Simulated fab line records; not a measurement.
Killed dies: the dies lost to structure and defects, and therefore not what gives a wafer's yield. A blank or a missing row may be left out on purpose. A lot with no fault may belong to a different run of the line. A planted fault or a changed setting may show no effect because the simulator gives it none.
Matching of chambers / flow nand harc / 4 sister chambers for NHARC_A_STAIRCASE_DESCUM_11 on rie diel-06
The step chemistry O2, time 3 s. 8 wafers are shown with their chamber, then 7 later ones without.

WAFERS PAIRED WITH THEIR CHAMBERS
wafer=L074.2; chamber=0; showerhead plenum p Torr (Torr)=1.88; drypump motor current A (A)=5.3
wafer=L075.2; chamber=0; showerhead plenum p Torr (Torr)=1.88; drypump motor current A (A)=5.3
wafer=L079.3; chamber=3; showerhead plenum p Torr (Torr)=2.00; drypump motor current A (A)=6.2
wafer=L079.5; chamber=2; showerhead plenum p Torr (Torr)=1.96; drypump motor current A (A)=6.2
wafer=L082.3; chamber=3; showerhead plenum p Torr (Torr)=2.00; drypump motor current A (A)=6.1
wafer=L082.5; chamber=1; showerhead plenum p Torr (Torr)=1.98; drypump motor current A (A)=5.8
wafer=L090.2; chamber=1; showerhead plenum p Torr (Torr)=1.98; drypump motor current A (A)=5.9
wafer=L090.4; chamber=2; showerhead plenum p Torr (Torr)=1.95; drypump motor current A (A)=6.2

WAFERS MISSING THEIR CHAMBER
wafer=L090.6; showerhead plenum p Torr (Torr)=1.95; drypump motor current A (A)=6.1
wafer=L095.3; showerhead plenum p Torr (Torr)=1.95; drypump motor current A (A)=6.1
wafer=L095.5; showerhead plenum p Torr (Torr)=1.95; drypump motor current A (A)=6.1
wafer=L095.6; showerhead plenum p Torr (Torr)=1.99; drypump motor current A (A)=6.1
wafer=L096.1; showerhead plenum p Torr (Torr)=1.94; drypump motor current A (A)=6.2
wafer=L096.4; showerhead plenum p Torr (Torr)=1.99; drypump motor current A (A)=6.1
wafer=L096.6; showerhead plenum p Torr (Torr)=1.87; drypump motor current A (A)=5.2

THE CHAMBER EACH PASSED THROUGH
wafer=L090.6; from the rows above=2; in truth=2
wafer=L095.3; from the rows above=2; in truth=2
wafer=L095.5; from the rows above=2; in truth=2
wafer=L095.6; from the rows above=3; in truth=3
wafer=L096.1; from the rows above=2; in truth=2
wafer=L096.4; from the rows above=3; in truth=3
wafer=L096.6; from the rows above=0; in truth=0
Placed correctly: 7 of 7. Can't be placed from these rows: 0. Number placed wrongly: 0.
How it was worked out, from the rows above alone: a wafer's distance from a chamber is the root of the sum, over the readings, of the square of ((its reading less the chamber's mean) divided by the reading's scatter). If the next closest chamber is less than 2 further off than the closest, the wafer can't be placed; otherwise it belongs to the closest. The mean given for a chamber averages the wafers shown for that chamber. The scatter: the root of (the sum of the squares of (reading less its chamber's mean) over the shown wafers, divided by (wafers less chambers)).
